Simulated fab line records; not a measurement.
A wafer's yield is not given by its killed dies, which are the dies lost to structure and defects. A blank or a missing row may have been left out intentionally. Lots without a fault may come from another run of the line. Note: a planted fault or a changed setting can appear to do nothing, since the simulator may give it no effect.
A lot that was struck, set against a sound lot / flow n5-finfet / 16 out of 1938 route steps
Sound: wafers L800.2, L800.3, L800.5. Struck: wafer L792.5 (L792.1, L792.6, from the same lot, were not struck and are left out); the cause is given at the end.
Order at every step that has rows: each side's tool, ch and its chambers, its first start. Under that, the readings that differ: sound wafers / struck wafers / difference of the means / sigmas: that difference in standard deviations of wafers without a fault.
alike: words and numbers the same on both sides, and readings whose means are apart by under 2 such deviations; not compared: readings that were withheld, readings missing a value for some wafer, numbers with overlapping values and no deviation given by the record, and bounds like >300 which may hide the same value.
A row with sigmas, a row that says differs or no value, or rows on one side alone: a step with any of these is where the two part. Non-overlapping numbers with no deviation appear without sigmas and do not part them. A reading that every wafer of one side lacks parts them only if that side has two wafers or more.

N5_BEOL_M3_ANNEAL_95: time 240 s.
  sound: pvd-sputter-01 at day 12 16:07; struck: pvd-sputter-03 at day 10 12:50
reading=heater-power-w (W); sound=932 793 783; struck=725; difference=-111; sigmas=-2
N5_BEOL_M3_SPUTTER_96: material Cu, target thk 4.5 nm, time 8.29 s.
  sound: pvd-sputter-01 at day 12 16:16; struck: pvd-sputter-03 at day 10 12:59
  alike: chuck-gas-flow-sccm, throttle-valve-pct
then, 1 step without rows for these wafers: N5_BEOL_M3_ECD_50 (material Cu, target thk 300 nm).
N5_BEOL_M3_ANNEAL_51: time 90 s.
  sound on rtp-anneal-02 ch 0, day 12 16:32; struck on rtp-anneal-01 ch 0, day 10 13:10
reading=wafer_temp_C_max; sound=226.3 226.0 226.1; struck=225.4; difference=-0.7; sigmas=-2
  alike: anneal-temp-c-max
N5_BEOL_M3_CMP_52: polishes, stops on SiOC, t overpolish 6.8 s, target thk 40 nm.
  sound on cmp-03 ch 0,1,2, day 12 16:50; struck on cmp-02 ch 2, day 10 13:36
  alike: barrier-field-endpoint-s, clearing-platen-down-force-psi, clearing-platen-rpm, motor-current-A, overpolish-run-s, time-to-endpoint-s
N5_BEOL_M3_THK_MEAS_53: measures by xrf.
  sound: film-metro-02 at day 12 17:05; struck: film-metro-01 at day 10 13:47
  alike: M3_THK
N5_BEOL_M3_PRE_CLEAN_60: time 15 s.
  sound on cvd-co-01 ch 0,1,2, day 12 17:08; struck on cvd-co-01 ch 0, day 10 13:49
  alike: heater-power-w
then, 3 steps without rows for these wafers: N5_BEOL_M3_CO_CAP_55 (material Co, precursor CCTBA/H2, target thk 2 nm, time 102.1 s); N5_BEOL_M3_PRE_CLEAN_56 (time 15 s); N5_BEOL_M3_DEP_57 (deposits SiCN from 3MS/NH3, target thk 8 nm, time 14 s).
N5_BEOL_M3_RS_MEAS_58: measures by four-point-probe.
  sound: film-metro-01 at day 12 17:21; struck: film-metro-02 at day 10 14:02
  alike: M3_RS
N5_BEOL_M3_INSPECT_59: inspects for defects (darkfield).
  sound: defect-inspect-01 at day 12 17:23; struck: defect-inspect-02 at day 10 14:04
  alike: raw-defect-count
N5_BEOL_M4_ILD_DEP_00: deposits SiOC from DEMS/O2, target thk 79 nm, time 15.3 s.
  sound on pecvd-01 ch 0,1, day 12 17:25; struck on pecvd-03 ch 0, day 10 14:06
reading=susceptor-temp-C (C); sound=350.05 350.07 349.96; struck=352.19; difference=+2.16; sigmas=+11
  alike: heater-power-w, showerhead-plenum-p-Torr, throttle-valve-pct
N5_BEOL_M4_THK_MEAS_01:
  sound: film-metro-01 at day 12 17:29; struck: film-metro-01 at day 10 14:10
  alike: M4_ILD_THK
N5_BEOL_M4_RC_MEAS_101:
  sound on prober-01 ch 0, day 13 06:52; struck on prober-02 ch 0, day 11 01:22
reading=SS_N (mV/dec); sound=73.1 73.3 73.3; struck=71.3; difference=-1.9; sigmas=-2
  alike: DIBL_N, DIBL_P, IOFF_N, IOFF_P, ION_N, ION_P, SS_P, VT_N, VT_P
-- the record jumps here: 4 days lie between the struck wafers' starts before and after (it left off in module BEOL_M4 and takes up again in module PASSIVATION, whose first step shown is number 1936 of the route) --
N5_PASSIVATION_PROBE_49:
  sound: prober-02 at day 17 22:55; struck: prober-01 at day 15 09:43
  alike: defect-limited-yield, killed_at_M0_to_M3, killed_at_M4_up, killed-at-contacts, killed-at-front-end, killed-at-other, killed-dies, killed-open, killed-short, sort_bin_4_leakage, sort_bin_5_function, sort_bin_6_memory, sort_bin_8_speed, sort-n-pass, sort-yield-pct

WHERE THEY PART
Last at N5_BEOL_M4_RC_MEAS_101 as far as this record goes, first at N5_BEOL_M3_ANNEAL_95. Later steps at which nothing parts them and some readings are alike: N5_PASSIVATION_PROBE_49.

WHY: what had been put in by the simulator
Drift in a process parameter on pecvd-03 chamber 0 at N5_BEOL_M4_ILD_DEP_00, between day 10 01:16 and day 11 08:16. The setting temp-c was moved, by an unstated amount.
